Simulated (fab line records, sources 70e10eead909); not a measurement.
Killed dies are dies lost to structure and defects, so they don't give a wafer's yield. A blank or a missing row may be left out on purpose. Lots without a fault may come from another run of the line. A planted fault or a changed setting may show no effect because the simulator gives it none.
fab line records | flow nand_harc
record lots=11 wafers=33 last_day=33
route steps=1302 shown A_CONTACT@1085 A_BLC@1112
lots that met no fault: from a run of the same line without faults
start_h: hours from the record's first day to the start of the lot's first wafer shown | wait_h: hours since the lot's step before | " the same as in the row above | L1.1+2: a row that stands for several wafers | - no value, or no start given | * or withheld: withheld | < > ~ a bound
route shown NAME@n: a module of which the file shows steps, and the number in the route of the first | usual: mean/standard deviation of fault-free wafers | same: alike in all rows | chamber/n: place in a boat | sites: the reading at each site | _std_site: their standard deviation | _edge_site: outer sites' mean less inner sites' | radius_mm: how far each site lies from the wafer's centre | mask NAME#n: copy n | behind: the tool/chamber that last shaped the wafer | hold: why the lot was held/for how many hours/how that ended | device: the transistor (n, p or np) that didn't switch | end of line: the same wafers' tests at the end of the route | a step without rows: its recipe alone | killed: dies lost to structure and defects at the first sort, not the wafer's yield | map: a wafer's dies, x killed, . not, _ none there
set.NAME: the setting as run; set.NAME@STEP: as run at that earlier step | model.NAME: the simulator's own value behind a step, which no gauge read
steps of the route over a sample of lots; a table a step, a row a wafer
services: from which hour (start_h, from the record's first day; less than 0 if before it) a tool's chamber was out of use, for how many hours, and why
## steps
# step NHARC_A_CONTACT_ETCH_31
# recipe target_depth_a=28000 over_etch_frac=0.3 time_s=728 ion_energy_ev=150 o2_flow_sccm=400 cos_flow_sccm=20 ar_flow_sccm=0 rf_w=500 bias_w=300 chemistry=O2/COS
# usual bias_w=300.1/0.96 drypump_motor_current_A=5.9/0.35 o2_flow_sccm=400.1/1.3 oes_product_au=1.001/0.0082 rf_vpp_V=314.3/2.1 showerhead_plenum_p_Torr=3.13/0.13 throttle_valve_pct=28.331/0.0082
# columns lot.wafer tool chamber start_h wait_h bias_w drypump_motor_current_A o2_flow_sccm oes_product_au rf_hours_counter_h rf_vpp_V showerhead_plenum_p_Torr throttle_valve_pct
L768.1 rie_diel-01 3 - - 299.9 5.9 400.2 1.009 47 314.0 3.16 28.329
L768.6 " 0 " " 299.9 5.5 400.9 1.005 - 314.2 3.15 28.336
L768.5 " 1 " " 299.8 6.1 401.3 1.015 - 317.1 3.29 28.329
L769.4 rie_diel-03 2 - - 300.7 6.0 399.2 1.001 16 310.6 2.92 28.332
L769.5 " 1 " " 300.2 6.3 400.1 0.998 - 316.7 3.29 28.333
L769.6 " 2 " " 300.9 6.0 400.7 0.997 - 311.1 2.92 28.356
L770.2 rie_diel-10 3 - - 300.5 5.9 399.9 0.996 46 310.8 3.00 28.341
L770.5 " 1 " " 300.7 6.4 400.9 1.005 - 314.7 3.17 28.337
L770.6 " 2 " " 299.2 5.8 400.0 0.998 - 315.9 3.26 28.344
L771.1 rie_diel-03 2 - - 299.6 5.9 398.0 0.999 22 310.9 2.92 28.339
L771.4 " 3 " " 297.5 6.2 397.9 0.996 23 317.1 3.27 28.338
L771.6 " 1 " " 298.7 6.3 399.9 0.998 - 315.9 3.28 28.329
L773.2 rie_diel-03 3 - - 299.7 6.2 401.8 1.003 24 317.9 3.27 28.332
L773.4 " 0 " " 301.9 5.7 398.8 0.991 23 310.6 2.93 28.337
L773.1 " 1 " " 299.8 6.3 401.2 1.011 21 315.8 3.28 28.325
L775.3 rie_diel-03 1 - - 299.2 6.4 398.9 1.006 27 315.3 3.28 28.326
L775.2 " 2 " " 299.4 6.0 402.4 0.996 30 311.6 2.91 28.331
L775.5 " 1 " " 299.1 6.4 400.6 0.998 - 316.6 3.28 28.327
L782.1 rie_diel-03 0 - - 299.6 5.7 399.7 0.990 3 311.2 2.92 28.328
L782.2 " 1 " " 299.4 6.4 400.1 0.997 4 317.8 3.27 28.319
L782.5 " 2 " " 299.1 6.0 399.6 0.998 - 313.1 2.91 28.327
L783.1 rie_diel-01 3 - - 300.8 5.9 401.9 1.009 45 314.6 3.13 28.333
L783.2 " 0 " " 299.0 5.5 399.3 0.993 46 315.5 3.13 28.322
L783.4 " 1 " " 300.9 6.1 402.8 0.999 42 316.2 3.27 28.312
L784.1 rie_diel-03 3 - - 299.2 6.2 400.9 0.999 8 316.5 3.26 28.322
L784.5 " 0 " " 299.8 5.7 400.2 1.003 - 309.8 2.92 28.332
L784.6 " 1 " " 299.3 6.3 399.5 1.008 - 316.7 3.27 28.336
L787.1 rie_diel-01 0 - - 300.6 5.5 400.5 1.007 60 314.4 3.12 28.329
L787.3 " 2 " " 302.0 5.5 401.3 1.011 52 313.5 3.10 28.336
L787.6 " 1 " " 297.4 6.1 400.8 1.003 - 316.5 3.26 28.336
L788.2 rie_diel-10 2 - - 300.4 5.8 402.6 1.003 34 315.8 3.24 28.330
L788.4 " 0 " " 299.6 5.0 401.2 1.005 42 314.1 3.10 28.341
L788.1 " 1 " " 299.3 6.4 397.7 1.007 41 314.6 3.14 28.342
# step NHARC_A_CONTACT_ETCH_92
# recipe target_depth_a=400 over_etch_frac=0.5 time_s=85.7 ion_energy_ev=120 ch3f_flow_sccm=50 o2_flow_sccm=30 ar_flow_sccm=200 rf_w=500 bias_w=100 chemistry=CH3F/O2
# usual bias_w=100.1/0.31 drypump_motor_current_A=6.01/0.28 o2_flow_sccm=30.00/0.091 oes_product_au=0.938/0.026 rf_vpp_V=244.2/2 showerhead_plenum_p_Torr=2.44/0.14 throttle_valve_pct=20.663/0.0088
# columns lot.wafer tool chamber start_h wait_h bias_w drypump_motor_current_A o2_flow_sccm oes_product_au rf_hours_counter_h rf_vpp_V showerhead_plenum_p_Torr throttle_valve_pct
L768.1 rie_diel-03 2 538.76 0.6 100.3 5.95 30.01 0.997 15 241.9 2.29 20.666
L768.6 " 3 " " 100.3 6.11 30.05 0.996 - 246.2 2.58 20.663
L768.5 " 0 " " 99.8 5.76 29.97 0.991 - 243.2 2.31 20.664
L769.4 rie_diel-03 2 545.65 0.4 99.8 5.98 30.10 0.925 17 242.6 2.29 20.658
L769.5 " 3 " " 100.1 6.20 30.13 0.931 - 246.5 2.58 20.654
L769.6 " 0 " " 100.4 5.73 30.04 0.925 - 241.6 2.31 20.661
L770.2 rie_diel-03 1 555.04 0.5 99.9 6.34 30.02 0.934 14 245.9 2.59 20.647
L770.6 " 0 " " 99.7 5.76 29.91 0.914 - 243.8 2.31 20.676
L770.5 " 1 " " 99.8 6.34 30.17 0.927 - 246.0 2.59 20.672
L771.4 rie_diel-03 3 574.73 0.4 100.1 6.20 30.11 0.925 23 246.2 2.58 20.674
L771.1 " 0 " " 100.0 5.75 29.85 0.927 22 243.7 2.30 20.668
L771.6 " 2 " " 100.3 5.93 29.94 0.906 - 242.3 2.29 20.672
L773.1 rie_diel-03 2 590.06 0.5 100.1 5.96 30.03 0.926 25 241.4 2.29 20.663
L773.4 " 3 " " 100.3 6.18 30.10 0.925 25 246.8 2.58 20.656
L773.2 " 0 " " 99.7 5.74 30.01 0.920 23 241.6 2.30 20.678
L775.3 rie_diel-03 0 625.10 0.4 100.3 5.74 30.20 0.939 30 243.1 2.30 20.660
L775.2 " 2 " " 99.1 5.99 30.04 0.925 30 240.9 2.29 20.669
L775.5 " 1 " " 100.4 6.35 30.02 0.939 - 245.9 2.58 20.675
L782.2 rie_diel-03 1 673.14 0.5 100.8 6.38 29.85 0.924 4 246.3 2.58 20.660
L782.1 " 0 " " 100.1 5.72 30.04 0.940 4 242.3 2.30 20.678
L782.5 " 2 " " 99.8 5.96 30.15 0.932 - 242.2 2.29 20.658
L783.4 rie_diel-03 0 701.61 0.4 99.5 5.71 29.96 0.929 10 243.0 2.30 20.663
L783.1 " 2 " " 100.1 6.02 29.96 0.929 9 241.9 2.28 20.645
L783.2 " 3 " " 100.1 6.14 30.10 0.932 6 245.6 2.57 20.658
L784.1 rie_diel-03 3 715.36 0.6 100.1 6.12 30.21 0.931 8 245.2 2.57 20.668
L784.5 " 2 " " 100.4 6.02 29.99 0.927 - 242.2 2.28 20.674
L784.6 " 3 " " 99.7 6.18 30.04 0.941 - 245.3 2.57 20.664
L787.1 rie_diel-03 1 723.80 0.6 100.1 6.39 29.88 0.924 13 244.9 2.58 20.658
L787.3 " 0 " " 100.4 5.75 30.08 0.927 13 242.1 2.29 20.667
L787.6 " 2 " " 100.7 6.03 30.08 0.920 - 240.3 2.28 20.662
L788.1 rie_diel-03 3 745.49 0.5 100.0 6.16 29.94 0.925 12 245.8 2.57 20.664
L788.4 " 0 " " 99.9 5.73 29.95 0.935 14 241.5 2.29 20.677
L788.2 " 1 " " 100.3 6.35 29.85 0.935 14 246.4 2.58 20.662
# step NHARC_A_CONTACT_CMP_20
# recipe t_overpolish_s=30 target_thk_nm=300
# usual motor_current_A=12.3/0.94 overpolish_run_s=30.000/0.009 time_to_endpoint_s=59.2/2.5
# columns lot.wafer tool chamber start_h wait_h motor_current_A overpolish_run_s time_to_endpoint_s
L768.1 cmp-03 0 541.11 0.8 13.3 29.993 61.3
L768.6 " 1 " " 12.7 29.997 59.8
L768.5 " 2 " " 11.1 30.010 61.1
L769.4 cmp-01 2 547.87 0.5 12.4 30.014 57.0
L769.6 " 1 " " 12.9 30.004 53.2
L769.5 " 2 " " 13.5 29.999 56.7
L770.2 cmp-03 3 557.69 0.7 10.8 29.985 62.9
L770.6 " 0 " " 13.1 30.010 61.4
L770.5 " 1 " " 13.3 30.008 58.2
L771.4 cmp-02 1 576.95 0.5 12.6 29.994 59.9
L771.1 " 0 " " 12.5 29.997 55.9
L771.6 " 1 " " 13.0 29.998 61.3
L773.2 cmp-03 1 592.32 0.7 13.3 30.002 57.5
L773.1 " 2 " " 10.5 29.992 59.2
L773.4 " 3 " " 11.1 29.986 61.6
L775.2 cmp-03 2 627.50 0.7 11.0 29.991 55.8
L775.3 " 3 " " 10.4 30.001 57.5
L775.5 " 0 " " 13.6 30.008 56.7
L782.1 cmp-02 1 675.55 0.8 12.0 30.005 60.5
L782.2 " 3 " " 12.3 30.015 59.1
L782.5 " 0 " " 11.8 29.998 57.4
L783.4 cmp-02 1 703.87 0.5 12.0 30.012 58.5
L783.2 " 2 " " 12.7 30.000 59.6
L783.1 " 0 " " 12.2 29.999 59.2
L784.1 cmp-02 1 717.69 0.7 11.5 30.018 55.9
L784.5 " 0 " " 12.5 29.997 57.4
L784.6 " 1 " " 12.2 29.994 56.2
L787.3 cmp-01 1 726.06 0.5 13.9 30.012 57.9
L787.1 " 0 " " 12.2 29.996 57.3
L787.6 " 2 " " 12.3 30.000 58.2
L788.1 cmp-03 1 747.75 0.6 13.1 30.008 59.8
L788.2 " 2 " " 11.2 29.994 60.1
L788.4 " 0 " " 13.4 29.998 59.1
# step NHARC_A_BLC_SOFTBAKE_05
# recipe temp_c=105 time_s=55
# usual heater_power_total_W=188.45/0.14
# columns lot.wafer tool chamber start_h wait_h heater_power_total_W
L768.1 litho_track-01 0 541 - 188.45
L768.5 " 0 " " 188.52
L768.6 " 0 " " 188.33
L769.4 litho_track-06 0 548 - 188.74
L769.5 " 0 " " 188.37
L769.6 " 0 " " 188.46
L770.2 litho_track-01 0 558 - 188.37
L770.5 " 0 " " 188.43
L770.6 " 0 " " 188.60
L771.1 litho_track-06 0 577 - 188.47
L771.4 " 0 " " 188.58
L771.6 " 0 " " 188.79
L773.1 litho_track-06 0 592 - 188.39
L773.2 " 0 " " 188.47
L773.4 " 0 " " 188.72
L775.2 litho_track-04 0 627 - 188.32
L775.3 " 0 " " 188.30
L775.5 " 0 " " 188.43
L782.1 litho_track-04 0 675 - 188.40
L782.2 " 0 " " 188.52
L782.5 " 0 676 - 188.74
L783.1 litho_track-04 0 704 - 175.41
L783.2 " 0 " " 175.34
L783.4 " 0 " " 175.33
L784.1 litho_track-04 0 718 - 175.29
L784.5 " 0 " " 175.29
L784.6 " 0 " " 175.43
L787.1 litho_track-06 0 726 - 188.42
L787.3 " 0 " " 188.39
L787.6 " 0 " " 188.41
L788.1 litho_track-06 0 748 - 188.40
L788.2 " 0 " " 188.56
L788.4 " 0 " " 188.42
## services
# columns tool chamber start_h hours kind
cmp-02 - 517.22 0.2 repair
cmp-02 - 526.61 4.0 pm
litho_track-06 - 529.00 7.0 pm
cmp-01 - 536.49 1.5 repair
cmp-01 - 549.24 1.0 repair
litho_track-04 - 553.00 7.0 pm
rie_diel-01 - 558.64 9.0 pm
cmp-03 - 564.53 2.1 repair
cmp-03 - 575.38 1.0 repair
cmp-03 - 576.39 4.0 pm
cmp-03 - 589.59 1.7 repair
rie_diel-03 - 598.97 1.0 repair
cmp-03 - 620.90 0.2 repair
cmp-02 - 624.73 4.0 pm
rie_diel-03 - 635.36 9.0 pm
rie_diel-03 - 654.68 0.5 repair
rie_diel-01 3 663.68 8.8 repair
cmp-03 - 674.39 4.0 pm
litho_track-06 - 704.00 7.0 pm
cmp-02 - 722.73 4.0 pm
litho_track-04 - 728.00 7.0 pm
rie_diel-01 3 728.08 4.5 repair
rie_diel-03 0 734.99 9.8 repair
rie_diel-01 - 735.64 9.0 pm
## key
first_sign step=NHARC_A_BLC_SOFTBAKE_05 reading=heater_power_total_W direction=down sigmas=94 usual=* struck=*
effect none on later readings
met_at NHARC_A_BLC_SOFTBAKE_05
struck_lots L783,L784
tester_left_out L783,L784
not_acting_at NHARC_A_CONTACT_ETCH_31,NHARC_A_CONTACT_ETCH_92,NHARC_A_CONTACT_CMP_20
onset_between 675 704
fault kind=process_parameter_drift tool=litho_track-04 chamber=- onset_h=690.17 steps=NHARC_A_BLC_SOFTBAKE_05 channel=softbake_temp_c offset=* shape=step end_h=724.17 acts_in=* stated=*
# tester_left_out: of these lots the tester's yield and bins aren't shown, on N5 and GAA mostly nor the transistor test; their killed dies are dies lost to structure and defects alone, not to doping, threshold or leakage, so they don't give the yield
